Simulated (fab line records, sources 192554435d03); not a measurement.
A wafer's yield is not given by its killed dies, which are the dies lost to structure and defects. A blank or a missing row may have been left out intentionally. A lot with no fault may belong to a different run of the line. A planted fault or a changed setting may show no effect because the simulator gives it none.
fab line records | flow n5Finfet
record: lots: 9 | wafers: 25 | lastDay: 21
route steps=1938 shown GATE_CUT@470 BEOL_M4@1111 PASSIVATION@1936
lots that met no fault: from a run of the same line without faults
startH: start of the lot's first displayed wafer, in hours after the record's first day | waitH: time in hours since the lot's previous step | " as in the row above | L1.1+2: a single row standing in for several wafers | - no value present, or no start provided | * or withheld: withheld | < > ~ a bound
route shown NAME@n: NAME is a module with steps in the file, n the number in the route of the first one | usual: mean/standard deviation taken from wafers without a fault | same: alike in all rows | chamber/n: place in a boat | sites: the reading at each site | _std_site: standard deviation across them | _edge_site: inner sites' mean taken away from outer sites' mean | radiusMm: for every site, how far away it sits from the centre of the wafer | mask NAME#n: copy n | behind: tool/chamber where the wafer was last shaped | hold: why the lot went on hold/how many hours it stayed there/how the hold came to an end | device: whichever transistor did not switch (one of n, p or np) | end of line: the route-end tests of the same wafers | for a step that has no rows: nothing shown but its recipe | killed: count of dies lost to structure and defects at first sort (not the wafer's yield) | map: a wafer's dies, x killed, . not, _ none there
set.NAME: the setting as run; set.NAME@STEP: as run at that earlier step | model.NAME: the simulator's own value behind a step, which no gauge read
one table for each step of the route and one row for each wafer, over a sample of lots
services: from which hour (startH, from the record's first day; less than 0 if before it) a tool's chamber was out of use, for how many hours, and why
== steps ==
step: N5_GATE_CUT_STRIP_59
recipe: chemistry: N2/H2 | timeS: 20 | powerW: 100 | tempC: 40 | pressureMtorr: 100 | rfFrequencyHz: 6e+07 | biasPowerW: 3 | n2FlowSccm: 300 | h2FlowSccm: 300
usual: drypumpMotorCurrentA: 5.6/0.4 | oesProductAu: 0.77/0.064 | rfVppV: 45.4/0.83 | showerheadPlenumPTorr: 3.41/0.12 | throttleValvePct: 12.25/0.28
lot.wafer | tool       | chamber | startH | waitH | drypumpMotorCurrentA | oesProductAu | rfHoursCounterH | rfVppV | showerheadPlenumPTorr | throttleValvePct
L453.2    | rieDiel-05 | 2       | 84.00  | 0.1   | 6.1                  | 0.81         | 100             | 45.8   | 3.58                  | 12.28
L453.4    | "          | 3       | "      | "     | 5.8                  | 0.74         | 146             | 46.0   | 3.25                  | 12.15
L455.2    | rieDiel-06 | 1       | 96.16  | 0.1   | 5.6                  | 0.85         | 52              | 46.8   | 3.54                  | 11.70
L455.3    | "          | 0       | "      | "     | 5.9                  | 0.83         | 101             | 45.7   | 3.43                  | 12.40
L455.5    | "          | 1       | "      | "     | 5.6                  | 0.85         | -               | 46.2   | 3.54                  | 11.70
L459.3    | rieDiel-02 | 0       | 122.03 | 0.1   | 4.8                  | 0.72         | 216             | 43.6   | 3.18                  | 12.69
L459.5    | "          | 0       | "      | "     | 4.8                  | 0.71         | -               | 45.2   | 3.19                  | 12.70
L459.6    | "          | 1       | "      | "     | 6.4                  | 0.84         | -               | 47.3   | 3.55                  | 11.96
L462.1    | rieDiel-05 | 0       | 141.56 | 0.1   | 5.0                  | 0.74         | 154             | 44.8   | 3.23                  | 12.26
L462.4    | "          | 2       | "      | "     | 6.1                  | 0.81         | 107             | 47.2   | 3.57                  | 12.29
L462.5    | "          | 0       | "      | "     | 5.0                  | 0.73         | -               | 44.7   | 3.23                  | 12.24
L469.4    | rieDiel-05 | 1       | 182.10 | 0.1   | 5.6                  | 0.71         | 200             | 46.4   | 3.50                  | 12.51
L469.5    | "          | 2       | "      | "     | 6.2                  | 0.78         | -               | 46.3   | 3.56                  | 12.32
L470.2    | rieDiel-06 | 2       | 189.27 | 0.1   | 5.5                  | 0.71         | 222             | 46.4   | 3.32                  | 12.22
L470.3    | "          | 0       | "      | "     | 5.8                  | 0.78         | 133             | 45.9   | 3.41                  | 12.48
L470.5    | "          | 3       | "      | "     | 6.1                  | 0.98         | -               | 46.0   | 3.45                  | 11.91
L471.2    | rieDiel-05 | 2       | 193.57 | 0.1   | 6.1                  | 0.78         | 130             | 46.6   | 3.56                  | 12.36
L471.3    | "          | 1       | "      | "     | 5.6                  | 0.72         | 206             | 46.7   | 3.50                  | 12.50
L471.6    | "          | 0       | "      | "     | 5.0                  | 0.72         | -               | 45.3   | 3.22                  | 12.31
L472.2    | rieDiel-06 | 1       | 205.41 | 0.1   | 5.6                  | 0.81         | 89              | 45.4   | 3.52                  | 11.82
L472.3    | "          | 2       | "      | "     | 5.6                  | 0.71         | 227             | 44.4   | 3.32                  | 12.24
L472.4    | "          | 0       | "      | "     | 5.8                  | 0.78         | 139             | 45.8   | 3.40                  | 12.49
L475.4    | rieDiel-05 | 0       | 219.55 | 0.0   | 5.0                  | 0.71         | -               | 45.9   | 3.21                  | 12.32
L475.5    | "          | 1       | "      | "     | 5.6                  | 0.72         | -               | 46.6   | 3.49                  | 12.54
L475.6    | "          | 2       | "      | "     | 6.1                  | 0.78         | -               | 45.9   | 3.55                  | 12.39
step: N5_GATE_CUT_CMP_02
recipe: stopOn: SiO2 | tOverpolishS: 12.7 | postCmpClean: alkalineBrush | downForcePsi: 2.5 | platenRpm: 51.8 | padVelocityMS: 1.0307 | targetThkNm: 0
usual: edgeZonePressureFrac: 1.000/0.0052 | motorCurrentA: 9.4/0.67 | overpolishRunS: 12.701/0.0097 | platenRpm: 51.80/0.038 | timeToEndpointS: 25/3.1
lot.wafer | tool   | chamber | startH | waitH | edgeZonePressureFrac | motorCurrentA | overpolishRunS | platenRpm | timeToEndpointS
L453.2    | cmp-03 | 2       | 86.48  | 0.1   | 0.999                | 10.5          | 12.691         | 51.77     | 24
L453.4    | "      | 0       | "      | "     | 1.008                | 9.8           | 12.710         | 51.82     | 27
L455.2    | cmp-02 | 3       | 99.05  | 0.1   | 0.994                | 10.2          | 12.713         | 51.81     | 28
L455.3    | "      | 0       | "      | "     | 1.003                | 8.8           | 12.703         | 51.78     | 28
L455.5    | "      | 2       | "      | "     | 1.000                | 9.3           | 12.697         | 51.78     | 28
L459.3    | cmp-04 | 3       | 124.60 | 0.1   | 1.002                | 10.4          | 12.711         | 51.83     | 19
L459.6    | "      | 1       | "      | "     | 1.008                | 9.0           | 12.708         | 51.84     | 29
L459.5    | "      | 2       | "      | "     | 1.004                | 9.4           | 12.701         | 51.77     | 27
L462.1    | cmp-03 | 2       | 144.04 | 0.1   | 1.004                | 10.2          | 12.691         | 51.74     | 24
L462.4    | "      | 0       | "      | "     | 1.004                | 9.7           | 12.692         | 51.81     | 26
L462.5    | "      | 2       | "      | "     | 0.999                | 10.2          | 12.706         | 51.80     | 25
L469.4    | cmp-02 | 0       | 184.78 | 0.2   | 0.997                | 8.8           | 12.700         | 51.78     | 24
L469.5    | "      | 3       | "      | "     | 0.995                | 10.1          | 12.693         | 51.86     | 21
L470.3    | cmp-02 | 0       | 191.77 | 0.1   | 0.997                | 8.7           | 12.693         | 51.83     | 27
L470.2    | "      | 3       | "      | "     | 1.000                | 10.4          | 12.691         | 51.80     | 27
L470.5    | "      | 1       | "      | "     | 1.002                | 9.4           | 12.694         | 51.85     | 30
L471.3    | cmp-03 | 1       | 196.06 | 0.1   | 1.004                | 10.2          | 12.695         | 51.76     | 26
L471.2    | "      | 0       | "      | "     | 1.002                | 9.0           | 12.702         | 51.77     | 24
L471.6    | "      | 2       | "      | "     | 1.006                | 9.9           | 12.718         | 51.80     | 24
L472.4    | cmp-04 | 0       | 207.91 | 0.1   | 1.001                | 8.1           | 12.703         | 51.79     | 22
L472.3    | "      | 1       | "      | "     | 0.994                | 9.0           | 12.688         | 51.79     | 29
L472.2    | "      | 2       | "      | "     | 1.003                | 9.1           | 12.705         | 51.79     | 28
L475.4    | cmp-04 | 1       | 222.12 | 0.1   | 0.996                | 8.7           | 12.715         | 51.78     | 26
L475.6    | "      | 2       | "      | "     | 0.994                | 9.6           | 12.699         | 51.73     | 24
L475.5    | "      | 3       | "      | "     | 1.001                | 10.3          | 12.685         | 51.91     | 18
step: N5_GATE_CUT_INSPECT_15
recipe: mode: adi | inspectInstrument: brightfield
usual: rawDefectCount: 134/46
lot.wafer | tool             | chamber | startH | waitH | rawDefectCount
L453.2    | defectInspect-01 | -       | 87.38  | 0.0   | 160
L453.4    | "                | -       | "      | "     | 165
L455.2    | defectInspect-02 | -       | 99.77  | 0.0   | 77
L455.3    | "                | -       | "      | "     | 59
L455.5    | "                | -       | "      | "     | 83
L459.3    | defectInspect-01 | -       | 125.41 | 0.0   | 170
L459.5    | "                | -       | "      | "     | 137
L459.6    | "                | -       | "      | "     | 174
L462.1    | defectInspect-02 | -       | 144.93 | 0.1   | 88
L462.4    | "                | -       | "      | "     | 134
L462.5    | "                | -       | "      | "     | 99
L469.4    | defectInspect-02 | -       | 185.64 | 0.0   | 145
L469.5    | "                | -       | "      | "     | 143
L470.2    | defectInspect-01 | -       | 192.65 | 0.0   | 87
L470.3    | "                | -       | "      | "     | 152
L470.5    | "                | -       | "      | "     | 109
L471.2    | defectInspect-02 | -       | 196.81 | 0.0   | 178
L471.3    | "                | -       | "      | "     | 227
L471.6    | "                | -       | "      | "     | 183
L472.2    | defectInspect-01 | -       | 208.69 | 0.0   | 92
L472.3    | "                | -       | "      | "     | 84
L472.4    | "                | -       | "      | "     | 71
L475.4    | defectInspect-02 | -       | 222.78 | 0.0   | 109
L475.5    | "                | -       | "      | "     | 120
L475.6    | "                | -       | "      | "     | 94
step: N5_GATE_CUT_HM_OPEN_40
recipe: chemistry: C4F6/O2 | target: SiO2 | maskMaterial: SiARC | targetDepthA: 1390 | timeS: 85.1 | ionEnergyEv: 250 | pressureMtorr: 30 | sourceW: 345 | biasW: 185 | Ar_flow_sccm: 300 | C4F6_flow_sccm: 10 | O2_flow_sccm: 10 | ends: cleared
usual: drypumpMotorCurrentA: 5.6/0.47 | etchRfOnTimeS: 95.0/2.2 | oesProductAu: 0.69/0.046 | rfVppV: 676/19 | showerheadPlenumPTorr: 2.85/0.12 | throttleValvePct: 20.97/0.22
lot.wafer | tool       | chamber | startH | waitH | drypumpMotorCurrentA | etchRfOnTimeS | oesProductAu | rfHoursCounterH | rfVppV | showerheadPlenumPTorr | throttleValvePct
L453.2    | rieDiel-02 | 3       | 87.65  | 0.0   | 5.7                  | 92.4          | 0.78         | 53              | 717    | 2.75                  | 21.04
L453.4    | "          | 2       | "      | "     | 5.1                  | 95.9          | 0.66         | 191             | 659    | 2.92                  | 20.79
L455.2    | rieDiel-05 | 0       | 99.97  | 0.0   | 5.0                  | 94.9          | 0.67         | 149             | 691    | 2.72                  | 20.95
L455.3    | "          | 2       | "      | "     | 6.1                  | 92.0          | 0.73         | 103             | 657    | 3.01                  | 20.89
L455.5    | "          | 0       | "      | "     | 5.0                  | 97.5          | 0.66         | -               | 690    | 2.72                  | 20.95
L459.3    | rieDiel-05 | 1       | 125.61 | 0.0   | 5.6                  | 93.3          | 0.66         | 182             | 649    | 2.96                  | 21.15
L459.5    | "          | 0       | "      | "     | 5.0                  | 93.9          | 0.68         | -               | 691    | 2.72                  | 20.96
L459.6    | "          | 3       | "      | "     | 5.7                  | 95.3          | 0.68         | -               | 669    | 2.73                  | 20.78
L462.1    | rieDiel-06 | 0       | 145.24 | 0.0   | 5.8                  | 93.4          | 0.71         | 113             | 684    | 2.86                  | 21.10
L462.4    | "          | 1       | "      | "     | 5.5                  | 97.6          | 0.75         | 63              | 675    | 2.97                  | 20.44
L462.5    | "          | 0       | "      | "     | 5.8                  | 94.0          | 0.71         | -               | 684    | 2.86                  | 21.08
L469.4    | rieDiel-05 | 2       | 186.31 | 0.0   | 6.1                  | 117.0         | 0.64         | -               | 656    | 3.00                  | 20.89
L469.5    | "          | 1       | "      | "     | 5.6                  | 121.5         | 0.60         | -               | 648    | 2.95                  | 21.15
L470.2    | rieDiel-05 | 3       | 192.93 | 0.0   | 5.8                  | 98.6          | 0.66         | 170             | 667    | 2.72                  | 20.79
L470.3    | "          | 0       | "      | "     | 5.0                  | 93.7          | 0.65         | 178             | 691    | 2.71                  | 20.99
L470.5    | "          | 1       | "      | "     | 5.6                  | 124.9         | 0.60         | -               | 649    | 2.95                  | 21.16
L471.2    | rieDiel-02 | 0       | 197.01 | 0.0   | 4.8                  | 91.2          | 0.63         | 236             | 676    | 2.68                  | 21.33
L471.3    | "          | 3       | "      | "     | 5.7                  | 94.5          | 0.75         | 78              | 716    | 2.74                  | 21.09
L471.6    | "          | 1       | "      | "     | 6.4                  | 96.0          | 0.73         | -               | 694    | 2.99                  | 20.77
L472.2    | rieDiel-02 | 1       | 208.89 | 0.0   | 6.4                  | 96.4          | 0.72         | 85              | 693    | 2.98                  | 20.77
L472.3    | "          | 0       | "      | "     | 4.8                  | 92.4          | 0.63         | 240             | 679    | 2.67                  | 21.31
L472.4    | "          | 2       | "      | "     | 5.0                  | 94.9          | 0.64         | 219             | 662    | 2.91                  | 20.84
L475.4    | rieDiel-02 | 3       | 222.98 | 0.0   | 5.7                  | 95.3          | 0.75         | 87              | 716    | 2.74                  | 21.08
L475.5    | "          | 1       | "      | "     | 6.4                  | 95.6          | 0.73         | -               | 693    | 2.98                  | 20.79
L475.6    | "          | 0       | "      | "     | 4.8                  | 91.8          | 0.63         | -               | 678    | 2.67                  | 21.33
step: N5_BEOL_M4_RC_MEAS_101
usual: DIBL_N: 36.1/2.3 | DIBL_P: 36/3.2 | IOFF_N: 0.16/0.045 | IOFF_P: 0.21/0.049 | ION_N: 674/14 | ION_P: 462/8.4 | SS_N: 71.6/0.83 | SS_P: 73.2/0.87 | VT_N: 249/3.8 | VT_P: -250/3.4
lot.wafer | tool      | chamber | startH | waitH | DIBL_N[mV/V] | DIBL_P[mV/V] | IOFF_N[nA/um] | IOFF_P[nA/um] | ION_N[uA/um] | ION_P[uA/um] | SS_N[mV/dec] | SS_P[mV/dec] | VT_N[mV] | VT_P[mV]
L455.2    | prober-01 | 0       | 260.07 | 0.2   | 39.1         | 42           | 0.22          | 0.29          | 686          | 468          | 72.3         | 74.4         | 246      | -246
L455.3    | "         | 0       | "      | "     | 38.2         | 40           | 0.20          | 0.26          | 679          | 465          | 72.0         | 73.7         | 248      | -246
L455.5    | "         | 0       | "      | "     | 36.7         | 39           | 0.19          | 0.26          | 695          | 481          | 71.3         | 73.7         | 244      | -246
L453.2    | prober-01 | 0       | 271.85 | 0.2   | 33.3         | 35           | 0.12          | 0.19          | 655          | 460          | 70.6         | 73.0         | 254      | -250
L453.4    | "         | 0       | "      | "     | 34.5         | 36           | 0.13          | 0.23          | 664          | 464          | 70.5         | 72.7         | 249      | -244
L462.1    | prober-01 | 0       | 303.85 | 0.0   | 33.8         | 34           | 0.16          | 0.22          | 667          | 462          | 71.5         | 73.0         | 248      | -248
L462.4    | "         | 0       | "      | "     | 34.2         | 34           | 0.14          | 0.21          | 662          | 460          | 71.5         | 72.4         | 250      | -249
L462.5    | "         | 0       | "      | "     | 34.2         | 34           | 0.15          | 0.21          | 684          | 474          | 71.1         | 73.1         | 248      | -249
L459.3    | prober-02 | 0       | 311.05 | 0.3   | 37.8         | 38           | 0.18          | 0.23          | 684          | 470          | 72.6         | 73.9         | 251      | -250
L459.5    | "         | 0       | "      | "     | 42.2         | 44           | 0.31          | 0.34          | 692          | 471          | 73.7         | 76.2         | 243      | -247
L459.6    | "         | 0       | "      | "     | 36.9         | 37           | 0.17          | 0.22          | 694          | 468          | 71.5         | 73.5         | 246      | -250
L469.4    | prober-01 | 0       | 355.35 | 0.5   | 35.0         | 37           | 0.14          | 0.19          | 678          | 466          | 72.0         | 73.1         | 254      | -256
L469.5    | "         | 0       | "      | "     | 35.4         | 37           | 0.15          | 0.19          | 676          | 465          | 72.3         | 73.5         | 251      | -253
L470.2    | prober-02 | 0       | 355.66 | 0.2   | 36.0         | 35           | 0.16          | 0.22          | 669          | 460          | 71.3         | 72.8         | 248      | -247
L470.3    | "         | 0       | "      | "     | 34.3         | 33           | 0.15          | 0.20          | 670          | 459          | 71.2         | 72.3         | 248      | -248
L470.5    | "         | 0       | "      | "     | 38.8         | 39           | 0.24          | 0.29          | 688          | 464          | 72.0         | 73.4         | 243      | -247
L472.2    | prober-02 | 0       | 358.83 | 0.2   | 37.6         | 38           | 0.17          | 0.20          | 673          | 458          | 71.3         | 73.8         | 248      | -252
L472.3    | "         | 0       | "      | "     | 39.2         | 41           | 0.21          | 0.28          | 674          | 466          | 72.2         | 75.1         | 249      | -249
L472.4    | "         | 0       | "      | "     | 36.5         | 37           | 0.15          | 0.20          | 675          | 462          | 71.2         | 73.9         | 248      | -254
L471.2    | prober-01 | 0       | 388.49 | 0.2   | 35.1         | 37           | 0.15          | 0.23          | 659          | 460          | 71.3         | 73.8         | 250      | -250
L471.3    | "         | 0       | "      | "     | 36.6         | 38           | 0.19          | 0.23          | 682          | 457          | 72.4         | 73.2         | 248      | -250
L471.6    | "         | 0       | "      | "     | 35.3         | 37           | 0.15          | 0.21          | 665          | 454          | 71.9         | 73.4         | 252      | -250
L475.4    | prober-01 | 0       | 394.25 | 0.5   | 37.5         | 39           | 0.20          | 0.25          | 683          | 463          | 72.7         | 73.3         | 246      | -248
L475.5    | "         | 0       | "      | "     | 40.1         | 42           | 0.24          | 0.29          | 679          | 461          | 72.7         | 74.2         | 246      | -248
L475.6    | "         | 0       | "      | "     | 37.4         | 38           | 0.19          | 0.24          | 681          | 466          | 72.0         | 73.7         | 247      | -247
step: N5_PASSIVATION_PROBE_49
usual: defectLimitedYield: 90.9/1.6 | killed_at_M0_to_M3: 37/11 | killed_at_M4_up: 15/5.6 | killedAtContacts: 13/6.4 | killedAtFrontEnd: 39/11 | killedAtOther: 4/3.1 | killedDies: 107/19 | killedOpen: 71/14 | killedShort: 34/7.8 | sort_bin_4_leakage: 0.01/0.053 | sort_bin_5_function: 5.3/1 | sort_bin_6_memory: 3.4/0.72 | sortNPass: 1072/20 | sortYieldPct: 90.9/1.7
same: grossDies: 1180 | killedAtBackSide: 0 | sort_bin_8_speed[%]: 0
lot.wafer | tool      | chamber | startH | waitH | defectLimitedYield[%] | killed_at_M0_to_M3 | killed_at_M4_up | killedAtContacts | killedAtFrontEnd | killedAtOther | killedDies | killedOpen | killedShort | sort_bin_4_leakage[%] | sort_bin_5_function[%] | sort_bin_6_memory[%] | sortNPass | sortYieldPct[%]
L469.4    | prober-01 | -       | 473.98 | 0.2   | 90.9                  | 38                 | 16              | 14               | 34               | 5             | 107        | 81         | 25          | 0                     | 5.3                    | 3.5                  | 1073      | 90.9
L469.5    | prober-01 | -       | 474.03 | 0.2   | 93.2                  | 18                 | 13              | 13               | 34               | 2             | 80         | 52         | 27          | 0                     | 4.7                    | 1.8                  | 1100      | 93.2
killed by level:class
L469.4 BEOL_M3:geometricParticle:open=12 FIN_SAQP:geometricParticle:open=11 MOL_CONTACT_COAG:geometricParticle:open=11 BEOL_M4:geometricParticle:open=9 STI_FIN_REVEAL:geometricParticle:open=6 BEOL_M0_SAQP:geometricParticle:short=6 BEOL_M2:geometricParticle:open=6 BEOL_M0_SAQP:geometricParticle:open=5
L469.5 MOL_CONTACT_COAG:geometricParticle:open=11 FIN_SAQP:geometricParticle:short=10 FIN_SAQP:geometricParticle:open=7 BEOL_M3:geometricParticle:open=5 STI_FIN_REVEAL:geometricParticle:open=4 BEOL_M0_SAQP:geometricParticle:open=4 BEOL_M2:geometricParticle:open=4 BEOL_M5:geometricParticle:open=4
== services ==
tool       | chamber | startH | hours | kind
cmp-03     | -       | 70.76  | 1.3   | repair
cmp-02     | -       | 87.25  | 5.0   | pm
cmp-04     | -       | 93.06  | 0.5   | repair
rieDiel-05 | -       | 95.09  | 0.1   | repair
cmp-04     | -       | 115.41 | 4.0   | pm
cmp-04     | -       | 119.41 | -     | consumableReplace:conditioner
cmp-04     | -       | 119.41 | -     | consumableReplace:pad
cmp-04     | -       | 126.54 | 5.1   | pm
rieDiel-06 | 3       | 141.41 | 1.3   | repair
rieDiel-06 | 3       | 156.83 | 2.9   | repair
rieDiel-06 | 3       | 159.87 | -     | clean
rieDiel-06 | 3       | 159.87 | -     | consumableReplace:focusRing
rieDiel-06 | 3       | 159.87 | 22.0  | scheduledDown
rieDiel-06 | 3       | 159.87 | 22.0  | ventCycle
cmp-02     | -       | 168.43 | 4.0   | pm
rieDiel-02 | -       | 169.40 | 14.6  | pm
cmp-04     | -       | 172.27 | 0.4   | repair
rieDiel-05 | 3       | 183.44 | 8.8   | repair
cmp-03     | -       | 183.47 | 7.5   | pm
rieDiel-02 | -       | 192.18 | 1.3   | repair
cmp-02     | -       | 208.11 | 4.1   | repair
rieDiel-02 | 2       | 210.62 | 5.7   | repair
rieDiel-06 | 0       | 211.17 | 17.1  | repair
rieDiel-05 | 3       | 216.50 | 6.9   | repair
== key ==
firstSign: step: N5_GATE_CUT_HM_OPEN_40 | reading: etchRfOnTimeS | direction: up | sigmas: 12 | usual: * | struck: *
effect none on later readings
metAt N5_GATE_CUT_HM_OPEN_40
struckLots L469,L470
struckWafers L469.4,L469.5,L470.5
notActingAt N5_GATE_CUT_STRIP_59,N5_GATE_CUT_CMP_02,N5_GATE_CUT_INSPECT_15
onsetBetween 125.61 186.31
fault: kind: processParameterDrift | tool: rieDiel-05 | chamber: - | onsetH: 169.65 | steps: N5_GATE_CUT_HM_OPEN_40 | channel: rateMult | offset: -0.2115 | shape: step | endH: 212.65 | scope: struckWafersOnly
